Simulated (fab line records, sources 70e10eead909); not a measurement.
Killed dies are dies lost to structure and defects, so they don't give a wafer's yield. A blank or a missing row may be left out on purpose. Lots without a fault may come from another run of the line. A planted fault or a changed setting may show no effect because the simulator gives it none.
Chamber matching | flow nand_harc | NHARC_A_M1_DESCUM_14 on rie_diel-01: 4 sister chambers
The step chemistry O2, time 3 s. 8 wafers are shown with their chamber, then 10 later ones without.

WAFERS WITH THEIR CHAMBER
wafer  | chamber | drypump_motor_current_A (A) | rf_vpp_V (V)
L080.4 | 0       | 5.3                         | 56.7
L087.4 | 3       | 5.3                         | 56.9
L087.6 | 2       | 5.5                         | 58.9
L091.1 | 2       | 5.5                         | 58.9
L091.4 | 0       | 5.3                         | 55.7
L091.6 | 1       | 6.6                         | 57.5
L091.2 | 1       | 6.6                         | 58.2
L091.3 | 3       | 5.2                         | 56.8

WAFERS WITHOUT THEIR CHAMBER
wafer  | drypump_motor_current_A (A) | rf_vpp_V (V)
L091.5 | 5.3                         | 56.6
L090.1 | 5.3                         | 56.7
L090.2 | 5.3                         | 58.7
L090.6 | 5.3                         | 57.2
L094.1 | 6.5                         | 56.0
L094.3 | 5.3                         | 56.9
L094.4 | 5.3                         | 57.2
L093.4 | 5.6                         | 58.0
L093.5 | 5.3                         | 56.8
L093.6 | 5.3                         | 58.1

WHICH CHAMBER EACH WENT THROUGH
wafer  | from the rows above          | in truth
L091.5 | can't be placed: 0 or 3      | 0
L090.1 | can't be placed: 0 or 3      | 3
L090.2 | can't be placed: 3 or 2 or 0 | 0
L090.6 | can't be placed: 3 or 0      | 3
L094.1 | 1                            | 1
L094.3 | can't be placed: 3 or 0      | 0
L094.4 | can't be placed: 3 or 0      | 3
L093.4 | 2                            | 2
L093.5 | can't be placed: 0 or 3      | 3
L093.6 | can't be placed: 3 or 0      | 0
Placed correctly: 2 of 10. Can't be placed from these rows: 8 (the true chamber is among the candidates in 8). Placed wrongly: 0.
How it was worked out, from the rows above alone: a wafer's distance from a chamber is the root of the sum, over the readings, of the square of ((its reading less the chamber's mean) divided by the reading's scatter). The wafer belongs to the nearest chamber; if the next one is less than 2 further off, it can't be placed. A chamber's mean is the mean of its shown wafers. The scatter: the root of (the sum of the squares of (reading less its chamber's mean) over the shown wafers, divided by (wafers less chambers)).
